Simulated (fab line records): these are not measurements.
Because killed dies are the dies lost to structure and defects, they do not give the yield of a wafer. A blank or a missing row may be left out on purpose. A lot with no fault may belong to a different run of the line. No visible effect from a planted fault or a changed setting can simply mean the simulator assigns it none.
Which tool was responsible? || flow n5_finfet || 10 lots with 27 wafers sampled at 5 steps, on a route of 1938 steps

## WHAT EACH GAUGE READ, for each wafer
N5_BEOL_M4_RC_MEAS_101. Usual: DIBL_N 36.0 mV/V, standard deviation 1.6; DIBL_P 35.8 mV/V, standard deviation 2; IOFF_N 0.152 nA/um, standard deviation 0.03; IOFF_P 0.20 nA/um, standard deviation 0.031; ION_N 670 uA/um, standard deviation 12; ION_P 459 uA/um, standard deviation 7.4; SS_N 71.5 mV/dec, standard deviation 0.56; SS_P 73.2 mV/dec, standard deviation 0.64; VT_N 251 mV, standard deviation 3.5; VT_P -252 mV, standard deviation 3.3.
{"lot": "L627", "measured": "day 9 11:49", "on": "prober-02", "DIBL_N (mV/V)": "36.7 36.7 33.5", "DIBL_P (mV/V)": "35.8 35.5 31.3", "IOFF_N (nA/um)": "0.154 0.141 0.101", "IOFF_P (nA/um)": "0.20 0.19 0.15", "ION_N (uA/um)": "674 657 650", "ION_P (uA/um)": "462 454 450", "SS_N (mV/dec)": "72.0 71.0 71.0", "SS_P (mV/dec)": "73.0 73.0 72.1", "VT_N (mV)": "251 254 255", "VT_P (mV)": "-253 -254 -256", "flag": ""}
{"lot": "L629", "measured": "day 9 22:49", "on": "prober-01", "DIBL_N (mV/V)": "36.7 35.8", "DIBL_P (mV/V)": "37.3 35.5", "IOFF_N (nA/um)": "0.176 0.165", "IOFF_P (nA/um)": "0.21 0.19", "ION_N (uA/um)": "670 667", "ION_P (uA/um)": "452 456", "SS_N (mV/dec)": "71.8 71.8", "SS_P (mV/dec)": "73.2 73.5", "VT_N (mV)": "251 247", "VT_P (mV)": "-251 -254", "flag": ""}
{"lot": "L631", "measured": "day 10 22:27", "on": "prober-01", "DIBL_N (mV/V)": "33.6 36.9 34.7", "DIBL_P (mV/V)": "34.2 38.5 35.2", "IOFF_N (nA/um)": "0.113 0.172 0.136", "IOFF_P (nA/um)": "0.19 0.26 0.21", "ION_N (uA/um)": "644 676 673", "ION_P (uA/um)": "456 473 473", "SS_N (mV/dec)": "71.4 71.7 71.2", "SS_P (mV/dec)": "72.4 73.6 72.9", "VT_N (mV)": "255 248 253", "VT_P (mV)": "-247 -245 -248", "flag": ""}
{"lot": "L632", "measured": "day 10 23:28", "on": "prober-02", "DIBL_N (mV/V)": "36.8 34.7", "DIBL_P (mV/V)": "37.0 35.1", "IOFF_N (nA/um)": "0.170 0.134", "IOFF_P (nA/um)": "0.20 0.18", "ION_N (uA/um)": "665 667", "ION_P (uA/um)": "449 457", "SS_N (mV/dec)": "71.2 71.4", "SS_P (mV/dec)": "73.4 73.4", "VT_N (mV)": "247 253", "VT_P (mV)": "-253 -252", "flag": ""}
{"lot": "L634", "measured": "day 11 05:56", "on": "prober-01", "DIBL_N (mV/V)": "34.2 35.1 36.6", "DIBL_P (mV/V)": "33.1 34.1 36.1", "IOFF_N (nA/um)": "0.111 0.124 0.150", "IOFF_P (nA/um)": "0.15 0.15 0.18", "ION_N (uA/um)": "654 647 663", "ION_P (uA/um)": "447 441 451", "SS_N (mV/dec)": "71.0 71.6 72.1", "SS_P (mV/dec)": "71.8 72.7 73.1", "VT_N (mV)": "257 255 251", "VT_P (mV)": "-257 -255 -256", "flag": ""}
{"lot": "L635", "measured": "day 11 07:01", "on": "prober-01", "DIBL_N (mV/V)": "33.3 34.2 36.2", "DIBL_P (mV/V)": "33.0 35.2 38.0", "IOFF_N (nA/um)": "0.110 0.129 0.170", "IOFF_P (nA/um)": "0.16 0.19 0.23", "ION_N (uA/um)": "659 661 678", "ION_P (uA/um)": "457 457 463", "SS_N (mV/dec)": "71.8 71.1 71.6", "SS_P (mV/dec)": "72.7 73.3 73.7", "VT_N (mV)": "253 252 249", "VT_P (mV)": "-254 -252 -247", "flag": ""}
{"lot": "L637", "measured": "day 12 11:36", "on": "prober-01", "DIBL_N (mV/V)": "36.2 37.3", "DIBL_P (mV/V)": "35.1 37.2", "IOFF_N (nA/um)": "0.121 0.154", "IOFF_P (nA/um)": "0.17 0.21", "ION_N (uA/um)": "644 669", "ION_P (uA/um)": "446 456", "SS_N (mV/dec)": "71.9 72.3", "SS_P (mV/dec)": "72.7 73.1", "VT_N (mV)": "260 253", "VT_P (mV)": "-257 -252", "flag": ""}
{"lot": "L636", "measured": "day 11 12:44", "on": "prober-02", "DIBL_N (mV/V)": "35.8 35.1 36.3", "DIBL_P (mV/V)": "35.9 35.9 36.2", "IOFF_N (nA/um)": "0.134 0.132 0.141", "IOFF_P (nA/um)": "0.17 0.18 0.17", "ION_N (uA/um)": "677 669 662", "ION_P (uA/um)": "452 467 451", "SS_N (mV/dec)": "71.8 71.2 71.6", "SS_P (mV/dec)": "72.7 72.4 73.2", "VT_N (mV)": "252 252 253", "VT_P (mV)": "-258 -256 -258", "flag": ""}
{"lot": "L648", "measured": "day 15 06:46", "on": "prober-01", "DIBL_N (mV/V)": "35.3 35.7 37.0", "DIBL_P (mV/V)": "36.1 36.1 37.1", "IOFF_N (nA/um)": "0.156 0.171 0.177", "IOFF_P (nA/um)": "0.23 0.22 0.23", "ION_N (uA/um)": "681 677 676", "ION_P (uA/um)": "467 468 465", "SS_N (mV/dec)": "71.0 71.2 71.9", "SS_P (mV/dec)": "73.7 74.0 74.4", "VT_N (mV)": "248 249 251", "VT_P (mV)": "-249 -250 -250", "flag": ""}
{"lot": "L649", "measured": "day 15 11:20", "on": "prober-02", "DIBL_N (mV/V)": "34.3 31.8 33.2", "DIBL_P (mV/V)": "34.4 30.1 32.1", "IOFF_N (nA/um)": "0.129 0.087 0.113", "IOFF_P (nA/um)": "0.17 0.11 0.14", "ION_N (uA/um)": "655 632 658", "ION_P (uA/um)": "454 435 449", "SS_N (mV/dec)": "70.4 71.7 71.2", "SS_P (mV/dec)": "72.7 71.6 72.2", "VT_N (mV)": "250 259 255", "VT_P (mV)": "-253 -261 -258", "flag": ""}

## EACH LOT AND THE TOOL THAT RAN IT (in order: tool; ch and the chambers of the sampled wafers; start)
{"lot": "L627", "N5_BEOL_M2_SPUTTER_92": "pvd_sputter-03, day 7 10:31", "N5_BEOL_M2_PRE_CLEAN_60": "cvd_co-02 ch 0,1,2, day 7 11:47", "N5_BEOL_M3_ILD_DEP_00": "pecvd-03 ch 0,1,2, day 7 12:04", "N5_BEOL_M3_PECVD_72": "pecvd-04 ch 0,2, day 7 12:11"}
{"lot": "L629", "N5_BEOL_M2_SPUTTER_92": "pvd_sputter-03, day 9 00:29", "N5_BEOL_M2_PRE_CLEAN_60": "cvd_co-01 ch 0, day 9 01:46", "N5_BEOL_M3_ILD_DEP_00": "pecvd-02 ch 0,2, day 9 02:02", "N5_BEOL_M3_PECVD_72": "pecvd-03 ch 0,1, day 9 02:09"}
{"lot": "L631", "N5_BEOL_M2_SPUTTER_92": "pvd_sputter-01, day 9 07:05", "N5_BEOL_M2_PRE_CLEAN_60": "cvd_co-02 ch 0,1, day 9 08:24", "N5_BEOL_M3_ILD_DEP_00": "pecvd-04 ch 2, day 9 08:41", "N5_BEOL_M3_PECVD_72": "pecvd-02 ch 0,1,2, day 9 08:48"}
{"lot": "L632", "N5_BEOL_M2_SPUTTER_92": "pvd_sputter-03, day 9 11:35", "N5_BEOL_M2_PRE_CLEAN_60": "cvd_co-02 ch 0,1, day 9 12:50", "N5_BEOL_M3_ILD_DEP_00": "pecvd-04 ch 1,2, day 9 13:07", "N5_BEOL_M3_PECVD_72": "pecvd-03 ch 0,1, day 9 13:14"}
{"lot": "L634", "N5_BEOL_M2_SPUTTER_92": "pvd_sputter-03, day 9 13:23", "N5_BEOL_M2_PRE_CLEAN_60": "cvd_co-01 ch 0,1,2, day 9 14:40", "N5_BEOL_M3_ILD_DEP_00": "pecvd-02 ch 0,1, day 9 14:56", "N5_BEOL_M3_PECVD_72": "pecvd-03 ch 0,1,2, day 9 15:03"}
{"lot": "L635", "N5_BEOL_M2_SPUTTER_92": "pvd_sputter-02, day 9 14:43", "N5_BEOL_M2_PRE_CLEAN_60": "cvd_co-02 ch 0,1,2, day 9 16:44", "N5_BEOL_M3_ILD_DEP_00": "pecvd-02 ch 0,1,2, day 9 17:01", "N5_BEOL_M3_PECVD_72": "pecvd-04 ch 0,1,2, day 9 17:08"}
{"lot": "L637", "N5_BEOL_M2_SPUTTER_92": "pvd_sputter-03, day 10 11:34", "N5_BEOL_M2_PRE_CLEAN_60": "cvd_co-01 ch 0,2, day 10 12:51", "N5_BEOL_M3_ILD_DEP_00": "pecvd-03 ch 0,2, day 10 13:11", "N5_BEOL_M3_PECVD_72": "pecvd-02 ch 0,2, day 10 13:18"}
{"lot": "L636", "N5_BEOL_M2_SPUTTER_92": "pvd_sputter-03, day 10 14:57", "N5_BEOL_M2_PRE_CLEAN_60": "cvd_co-01 ch 0,1,2, day 10 16:13", "N5_BEOL_M3_ILD_DEP_00": "pecvd-03 ch 0,1, day 10 16:30", "N5_BEOL_M3_PECVD_72": "pecvd-04 ch 0,1, day 10 16:37"}
{"lot": "L648", "N5_BEOL_M2_SPUTTER_92": "pvd_sputter-03, day 13 02:04", "N5_BEOL_M2_PRE_CLEAN_60": "cvd_co-01 ch 1,2, day 13 03:20", "N5_BEOL_M3_ILD_DEP_00": "pecvd-03 ch 0,1,2, day 13 03:37", "N5_BEOL_M3_PECVD_72": "pecvd-04 ch 0,1,2, day 13 03:44"}
{"lot": "L649", "N5_BEOL_M2_SPUTTER_92": "pvd_sputter-03, day 13 16:34", "N5_BEOL_M2_PRE_CLEAN_60": "cvd_co-02 ch 1,2, day 13 17:50", "N5_BEOL_M3_ILD_DEP_00": "pecvd-04 ch 1,2, day 13 18:08", "N5_BEOL_M3_PECVD_72": "pecvd-03 ch 0,1,2, day 13 18:14"}
- N5_BEOL_M2_SPUTTER_92: material Cu, target thk 4.5 nm, time 8.29 s.
- N5_BEOL_M2_PRE_CLEAN_60: time 15 s.
- N5_BEOL_M3_ILD_DEP_00: deposits SiOC from DEMS/O2, target thk 79 nm, time 15.3 s.
- N5_BEOL_M3_PECVD_72: deposits SiO2 from TEOS/O2, target thk 16 nm, time 18 s.

## WHAT THE TOOLS THEMSELVES READ (means of the sampled wafers that have a number; where no wafer has one, the mark that the record gives instead)
N5_BEOL_M2_SPUTTER_92. Usual: chuck_sensor_temp_C -16.1 C, standard deviation 0.49; susceptor_temp_C -20.00 C, standard deviation 0.11; throttle_valve_pct 30.1 %, standard deviation 0.94.
{"lot": "L627", "tool": "pvd_sputter-03", "chuck_sensor_temp_C (C)": -16.0, "susceptor_temp_C (C)": -20.04, "throttle_valve_pct (%)": 29.3, "flag": ""}
{"lot": "L629", "tool": "pvd_sputter-03", "chuck_sensor_temp_C (C)": -15.6, "susceptor_temp_C (C)": -20.03, "throttle_valve_pct (%)": 30.4, "flag": ""}
{"lot": "L631", "tool": "pvd_sputter-01", "chuck_sensor_temp_C (C)": -17.1, "susceptor_temp_C (C)": -20.02, "throttle_valve_pct (%)": 30.3, "flag": ""}
{"lot": "L632", "tool": "pvd_sputter-03", "chuck_sensor_temp_C (C)": -16.1, "susceptor_temp_C (C)": -19.98, "throttle_valve_pct (%)": 29.7, "flag": ""}
{"lot": "L634", "tool": "pvd_sputter-03", "chuck_sensor_temp_C (C)": -15.8, "susceptor_temp_C (C)": -19.97, "throttle_valve_pct (%)": 29.5, "flag": ""}
{"lot": "L635", "tool": "pvd_sputter-02", "chuck_sensor_temp_C (C)": -16.4, "susceptor_temp_C (C)": -20.01, "throttle_valve_pct (%)": 29.9, "flag": ""}
{"lot": "L637", "tool": "pvd_sputter-03", "chuck_sensor_temp_C (C)": -15.8, "susceptor_temp_C (C)": -19.96, "throttle_valve_pct (%)": 29.4, "flag": ""}
{"lot": "L636", "tool": "pvd_sputter-03", "chuck_sensor_temp_C (C)": -15.8, "susceptor_temp_C (C)": -20.12, "throttle_valve_pct (%)": 30.5, "flag": ""}
{"lot": "L648", "tool": "pvd_sputter-03", "chuck_sensor_temp_C (C)": -15.6, "susceptor_temp_C (C)": -19.99, "throttle_valve_pct (%)": 30.4, "flag": ""}
{"lot": "L649", "tool": "pvd_sputter-03", "chuck_sensor_temp_C (C)": -15.4, "susceptor_temp_C (C)": -19.99, "throttle_valve_pct (%)": 29.9, "flag": ""}

N5_BEOL_M2_PRE_CLEAN_60. Usual: heater_power_outer_w 23 W, standard deviation 9.3; heater_power_w 91 W, standard deviation 23.
{"lot": "L627", "tool": "cvd_co-02", "heater_power_outer_w (W)": 21, "heater_power_w (W)": 84, "flag": ""}
{"lot": "L629", "tool": "cvd_co-01", "heater_power_outer_w (W)": 19, "heater_power_w (W)": 72, "flag": ""}
{"lot": "L631", "tool": "cvd_co-02", "heater_power_outer_w (W)": 27, "heater_power_w (W)": 90, "flag": ""}
{"lot": "L632", "tool": "cvd_co-02", "heater_power_outer_w (W)": 24, "heater_power_w (W)": 89, "flag": ""}
{"lot": "L634", "tool": "cvd_co-01", "heater_power_outer_w (W)": 24, "heater_power_w (W)": 97, "flag": ""}
{"lot": "L635", "tool": "cvd_co-02", "heater_power_outer_w (W)": 22, "heater_power_w (W)": 85, "flag": ""}
{"lot": "L637", "tool": "cvd_co-01", "heater_power_outer_w (W)": 16, "heater_power_w (W)": 76, "flag": ""}
{"lot": "L636", "tool": "cvd_co-01", "heater_power_outer_w (W)": 24, "heater_power_w (W)": 98, "flag": ""}
{"lot": "L648", "tool": "cvd_co-01", "heater_power_outer_w (W)": 22, "heater_power_w (W)": 101, "flag": ""}
{"lot": "L649", "tool": "cvd_co-02", "heater_power_outer_w (W)": 17, "heater_power_w (W)": 80, "flag": ""}

N5_BEOL_M3_ILD_DEP_00. Usual: heater_power_outer_w 254 W, standard deviation 38; heater_power_w 461 W, standard deviation 50; showerhead_plenum_p_Torr 5.694 Torr, standard deviation 0.013; susceptor_temp_C 350.00 C, standard deviation 0.23; throttle_valve_pct 12.1 %, standard deviation 0.6.
{"lot": "L627", "tool": "pecvd-03", "heater_power_outer_w (W)": 241, "heater_power_w (W)": 438, "showerhead_plenum_p_Torr (Torr)": 5.692, "susceptor_temp_C (C)": 350.05, "throttle_valve_pct (%)": 12.4, "flag": ""}
{"lot": "L629", "tool": "pecvd-02", "heater_power_outer_w (W)": 274, "heater_power_w (W)": 476, "showerhead_plenum_p_Torr (Torr)": 5.692, "susceptor_temp_C (C)": 350.44, "throttle_valve_pct (%)": 11.8, "flag": ""}
{"lot": "L631", "tool": "pecvd-04", "heater_power_outer_w (W)": 282, "heater_power_w (W)": 528, "showerhead_plenum_p_Torr (Torr)": 5.675, "susceptor_temp_C (C)": 349.98, "throttle_valve_pct (%)": 11.3, "flag": ""}
{"lot": "L632", "tool": "pecvd-04", "heater_power_outer_w (W)": 288, "heater_power_w (W)": 515, "showerhead_plenum_p_Torr (Torr)": 5.694, "susceptor_temp_C (C)": 349.96, "throttle_valve_pct (%)": 11.9, "flag": ""}
{"lot": "L634", "tool": "pecvd-02", "heater_power_outer_w (W)": 272, "heater_power_w (W)": 508, "showerhead_plenum_p_Torr (Torr)": 5.689, "susceptor_temp_C (C)": 349.90, "throttle_valve_pct (%)": 12.1, "flag": ""}
{"lot": "L635", "tool": "pecvd-02", "heater_power_outer_w (W)": 291, "heater_power_w (W)": 516, "showerhead_plenum_p_Torr (Torr)": 5.693, "susceptor_temp_C (C)": 350.08, "throttle_valve_pct (%)": 11.9, "flag": ""}
{"lot": "L637", "tool": "pecvd-03", "heater_power_outer_w (W)": 216, "heater_power_w (W)": 416, "showerhead_plenum_p_Torr (Torr)": 5.694, "susceptor_temp_C (C)": 349.75, "throttle_valve_pct (%)": 12.0, "flag": ""}
{"lot": "L636", "tool": "pecvd-03", "heater_power_outer_w (W)": 255, "heater_power_w (W)": 480, "showerhead_plenum_p_Torr (Torr)": 5.688, "susceptor_temp_C (C)": 350.10, "throttle_valve_pct (%)": 12.6, "flag": ""}
{"lot": "L648", "tool": "pecvd-03", "heater_power_outer_w (W)": 241, "heater_power_w (W)": 438, "showerhead_plenum_p_Torr (Torr)": 5.703, "susceptor_temp_C (C)": 352.16, "throttle_valve_pct (%)": 12.4, "flag": "OFF"}
{"lot": "L649", "tool": "pecvd-04", "heater_power_outer_w (W)": 256, "heater_power_w (W)": 461, "showerhead_plenum_p_Torr (Torr)": 5.694, "susceptor_temp_C (C)": 349.99, "throttle_valve_pct (%)": 11.8, "flag": ""}

N5_BEOL_M3_PECVD_72. Usual: heater_power_outer_w 416 W, standard deviation 53; heater_power_w 687 W, standard deviation 62; showerhead_plenum_p_Torr 8.79 Torr, standard deviation 0.048; susceptor_temp_C 399.97 C, standard deviation 0.22; throttle_valve_pct 22.7 %, standard deviation 1.1.
{"lot": "L627", "tool": "pecvd-04", "heater_power_outer_w (W)": 366, "heater_power_w (W)": 658, "showerhead_plenum_p_Torr (Torr)": 8.75, "susceptor_temp_C (C)": 400.08, "throttle_valve_pct (%)": 22.0, "flag": ""}
{"lot": "L629", "tool": "pecvd-03", "heater_power_outer_w (W)": 427, "heater_power_w (W)": 719, "showerhead_plenum_p_Torr (Torr)": 8.79, "susceptor_temp_C (C)": 400.07, "throttle_valve_pct (%)": 23.6, "flag": ""}
{"lot": "L631", "tool": "pecvd-02", "heater_power_outer_w (W)": 472, "heater_power_w (W)": 746, "showerhead_plenum_p_Torr (Torr)": 8.77, "susceptor_temp_C (C)": 399.85, "throttle_valve_pct (%)": 22.4, "flag": ""}
{"lot": "L632", "tool": "pecvd-03", "heater_power_outer_w (W)": 418, "heater_power_w (W)": 706, "showerhead_plenum_p_Torr (Torr)": 8.77, "susceptor_temp_C (C)": 399.88, "throttle_valve_pct (%)": 23.7, "flag": ""}
{"lot": "L634", "tool": "pecvd-03", "heater_power_outer_w (W)": 360, "heater_power_w (W)": 619, "showerhead_plenum_p_Torr (Torr)": 8.79, "susceptor_temp_C (C)": 399.99, "throttle_valve_pct (%)": 23.2, "flag": ""}
{"lot": "L635", "tool": "pecvd-04", "heater_power_outer_w (W)": 413, "heater_power_w (W)": 679, "showerhead_plenum_p_Torr (Torr)": 8.81, "susceptor_temp_C (C)": 399.68, "throttle_valve_pct (%)": 23.0, "flag": ""}
{"lot": "L637", "tool": "pecvd-02", "heater_power_outer_w (W)": 418, "heater_power_w (W)": 698, "showerhead_plenum_p_Torr (Torr)": 8.75, "susceptor_temp_C (C)": 400.05, "throttle_valve_pct (%)": 22.3, "flag": ""}
{"lot": "L636", "tool": "pecvd-04", "heater_power_outer_w (W)": 409, "heater_power_w (W)": 656, "showerhead_plenum_p_Torr (Torr)": 8.86, "susceptor_temp_C (C)": 400.46, "throttle_valve_pct (%)": 23.5, "flag": ""}
{"lot": "L648", "tool": "pecvd-04", "heater_power_outer_w (W)": 410, "heater_power_w (W)": 696, "showerhead_plenum_p_Torr (Torr)": 8.80, "susceptor_temp_C (C)": 400.02, "throttle_valve_pct (%)": 22.9, "flag": ""}
{"lot": "L649", "tool": "pecvd-03", "heater_power_outer_w (W)": 381, "heater_power_w (W)": 631, "showerhead_plenum_p_Torr (Torr)": 8.77, "susceptor_temp_C (C)": 400.01, "throttle_valve_pct (%)": 23.4, "flag": ""}

## THE ANSWER, worked out from the rows above alone
Rule: lot off if the mean of its wafers having a number is beyond 3 standard deviations from the usual mean. A lot without any number at a reading at which 4 lots or more have one is off too. Where the step has rows for the other lots, those lots are counted as sound. First the gauges in route order, then the tools' own readings, where a lot's mean is used as printed above. At the first step where some lot is off, the reading lying furthest off is the one used; lots without a number count as furthest.
Off at N5_BEOL_M3_ILD_DEP_00 (susceptor_temp_C): L648.
If a tool, at that step or one of the process steps before it, ran each lot that is off and ran no sound lot following the first of them, it fits. Can't be told from this: 2 tools fit, cvd_co-01 at N5_BEOL_M2_PRE_CLEAN_60, pecvd-03 at N5_BEOL_M3_ILD_DEP_00.

## WHAT THE SIMULATOR HAD INSERTED
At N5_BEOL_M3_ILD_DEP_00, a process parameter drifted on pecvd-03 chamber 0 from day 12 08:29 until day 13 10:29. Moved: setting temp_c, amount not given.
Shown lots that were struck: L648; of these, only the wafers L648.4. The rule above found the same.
